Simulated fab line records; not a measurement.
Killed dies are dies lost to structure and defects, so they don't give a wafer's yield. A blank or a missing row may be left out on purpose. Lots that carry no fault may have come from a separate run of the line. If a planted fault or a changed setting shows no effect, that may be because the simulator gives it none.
2 desks looking at one fault + flow n5-finfet + every desk sees just its own numbers, and what lay behind them comes last

== METROLOGY DESK ==
What the gauges read for every lot (on any tool): the sampled wafers with a number, averaged. A lot is out of limits, marked OUT, if its mean lies more than 4 standard deviations from the usual mean; the brackets give that distance.
Columns: A = cd-nm at N5_BEOL_M14_CD_MEAS_17, usual 249.8 nm; B = cd-nm at N5_BEOL_M14_CD_MEAS_28, usual 284.8 nm; C = trench-depth-nm at N5_BEOL_M14_OCD_MEAS_35, usual 556 nm
| lot  | first seen here | A     | B     | C   |
|------|-----------------|-------|-------|-----|
| L756 | day 10 22:47    | 250.7 | 285.4 | 556 |
| L757 | day 11 08:12    | 249.1 | 285.8 | 550 |
| L759 | day 12 03:09    | 252.0 | 284.1 | 545 |
| L763 | day 12 21:28    | 251.5 | 290.5 | 547 |
| L764 | day 13 17:41    | 250.1 | 290.6 | 566 |
| L774 | day 15 22:10    | 250.5 | 285.2 | 546 |
| L775 | day 16 17:38    | 248.5 | 285.1 | 572 |
| L777 | day 16 18:13    | 248.8 | 282.5 | 556 |
| L776 | day 16 21:41    | 248.8 | 284.8 | 577 |
| L779 | day 16 22:14    | 250.9 | 285.4 | 546 |
| L778 | day 17 07:59    | 247.8 | 285.1 | 549 |
Result from this desk: across the 11 lots, nothing is out of limits.

== THE TOOL OWNER'S DESK: krf-scanner-01 ==
The tool's own readings at N5_BEOL_M14_EXPOSE_25 (exposes mask M14, target cd 280 nm): means of the sampled wafers that have a number, for each lot that ran on this tool. A lot is out of limits, marked OUT, if its mean lies more than 4 standard deviations from the usual mean; the brackets give that distance.
Columns: A = focus-offset-nm at N5_BEOL_M14_EXPOSE_25, usual 0.0 nm
| lot  | first seen here | A    |
|------|-----------------|------|
| L757 | day 11 08:29    | -0.5 |
| L759 | day 12 03:26    | -0.4 |
| L763 | day 12 21:38    | 0.1  |
| L764 | day 13 17:58    | 0.1  |
| L775 | day 16 17:55    | -0.0 |
| L779 | day 16 22:31    | -0.7 |
| L778 | day 17 08:09    | -0.5 |
Result from this desk: across the 7 lots, nothing is out of limits.

== TAKEN TOGETHER ==
The metrology desk saw nothing out of limits.
The desk of the tool owner found nothing out of limits.

== WHAT WAS PUT IN BY THE SIMULATOR ==
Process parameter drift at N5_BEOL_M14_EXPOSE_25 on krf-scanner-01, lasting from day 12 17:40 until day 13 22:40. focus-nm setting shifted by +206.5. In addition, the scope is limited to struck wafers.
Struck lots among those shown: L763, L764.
